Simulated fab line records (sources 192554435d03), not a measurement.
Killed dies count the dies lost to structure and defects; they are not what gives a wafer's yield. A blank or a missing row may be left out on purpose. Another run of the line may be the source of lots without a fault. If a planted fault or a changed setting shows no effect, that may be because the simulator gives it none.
A lot that was struck, set against a sound lot ; flow n5-finfet ; 16 out of 1938 route steps
Sound: wafers L872.1, L872.5, L872.6. Struck: wafer L878.3; the same lot's L878.4 was not struck, so it is left out; see the end for the cause.
Per side, at each step with rows, come the tool, then ch with its chambers, and then its first start. Under that, the readings that differ: sound wafers ; struck wafers ; difference of the means ; sigmas: that difference in standard deviations of wafers without a fault.
alike: same words and numbers on both sides, and readings whose means sit less than 2 such deviations apart. not compared: any withheld reading, any reading some wafer has no value for, any bound like >300 that may hide the same value, and any number with overlapping values for which the record gives no deviation.
The two part at a step that has a row with sigmas, a row that says differs or no value, or rows on one side only. Non-overlapping numbers with no deviation appear without sigmas and do not part them. A reading missing from all wafers of one side parts the sides only when that side holds two or more wafers.

first, 7 steps without rows for these wafers: N5_BEOL_M2_COAT_73 (time 60 s, resist thk 5 nm); N5_BEOL_M2_COAT_05 (resist thk 30 nm); N5_BEOL_M2_EBR_07; N5_BEOL_M2_SOFTBAKE_06 (time 60 s); N5_BEOL_M2_EXPOSE_08 (exposes mask M2); N5_BEOL_M2_PEB_09 (peb time 60 s); N5_BEOL_M2_DEVELOP_10 (develop time 30 s).
N5_BEOL_M2_CD_MEAS_11 targets a cd of 16.79 nm.
  sound on cd-sem-02 ch 0, day 7 19:28; struck on cd-sem-01 ch 0, day 9 09:46
  alike: cd-nm
N5_BEOL_M2_OVL_MEAS_12:
  sound on overlay-01 ch 0, day 7 19:29; struck on overlay-02 ch 0, day 9 09:49
  alike: M2_OVL
N5_BEOL_M2_INSPECT_13: inspects for defects (brightfield).
  sound: defect-inspect-02 at day 7 19:33; struck: defect-inspect-01 at day 9 09:52
  alike: raw-defect-count
N5_BEOL_M2_DESCUM_16: chemistry O2, time 7 s.
  sound on rie-diel-01 ch 0,3, day 7 19:59; struck on rie-diel-03 ch 3, day 9 10:23
reading;sound;struck;difference;sigmas
throttle-valve-pct (%);20.18 20.59 20.20;20.71;+0.39;+2
  alike: drypump-motor-current-A, o2-flow-sccm, oes-product-au, rf-vpp-V, showerhead-plenum-p-Torr
  not compared: rf-hours-counter-h
N5_BEOL_M2_ETCH_74: etches underlayer in N2/H2, target depth 6.5 nm, time 5.2 s.
  sound on rie-diel-01 ch 0,3, day 7 20:01; struck on rie-diel-03 ch 3, day 9 10:26
  alike: drypump-motor-current-A, etch-rf-on-time-s, oes-product-au, rf-vpp-V, showerhead-plenum-p-Torr, throttle-valve-pct
  not compared: rf-hours-counter-h
N5_BEOL_M2_ETCH_63: etches SiARC in CF4, target depth 15.6 nm, time 26 s.
  sound on rie-diel-01 ch 0,3, day 7 20:02; struck on rie-diel-03 ch 3, day 9 10:26
reading;sound;struck;difference;sigmas
etch-rf-on-time-s (s);26.1 26.5 26.2;39.8;+13.5;+24
oes-product-au (a.u.);0.71 0.66 0.70;0.53;-0.16;-2
  alike: drypump-motor-current-A, rf-vpp-V, showerhead-plenum-p-Torr, throttle-valve-pct
  not compared: rf-hours-counter-h
N5_BEOL_M2_ETCH_64: etches SOC in N2/H2, target depth 75 nm, overetch 22.5 nm, time 121.9 s.
  sound on rie-diel-01 ch 0,3, day 7 20:04; struck on rie-diel-03 ch 3, day 9 10:28
  alike: drypump-motor-current-A, oes-product-au, rf-vpp-V, showerhead-plenum-p-Torr, throttle-valve-pct
  not compared: rf-hours-counter-h
N5_BEOL_M4_RC_MEAS_101:
  sound on prober-01 ch 0, day 9 09:58; struck on prober-02 ch 0, day 11 00:23
reading;sound;struck;difference;sigmas
DIBL_N (mV/V);36.6 34.8 36.3;39.3;+3.4;+2
  alike: DIBL_P, IOFF_N, IOFF_P, ION_N, ION_P, SS_N, SS_P, VT_N, VT_P
-- here the record skips 5 days between the struck wafers' starts before and after, leaving off in module BEOL_M4 and picking up in module PASSIVATION (first step shown: number 1936 of the route) --
N5_PASSIVATION_PROBE_49:
  sound: prober-02 at day 13 14:19; struck: prober-01 at day 15 15:52
  alike: defect-limited-yield, killed_at_M0_to_M3, killed_at_M4_up, killed-at-contacts, killed-at-front-end, killed-at-other, killed-dies, killed-on-rim, killed-open, killed-short, sort_bin_5_function, sort_bin_6_memory, sort-n-pass, sort-yield-pct

## WHERE THEY PART
Last at N5_BEOL_M4_RC_MEAS_101 as far as this record goes, first at N5_BEOL_M2_DESCUM_16. Later steps at which nothing parts them and some readings are alike: N5_PASSIVATION_PROBE_49.

WHY: what the simulator had put in
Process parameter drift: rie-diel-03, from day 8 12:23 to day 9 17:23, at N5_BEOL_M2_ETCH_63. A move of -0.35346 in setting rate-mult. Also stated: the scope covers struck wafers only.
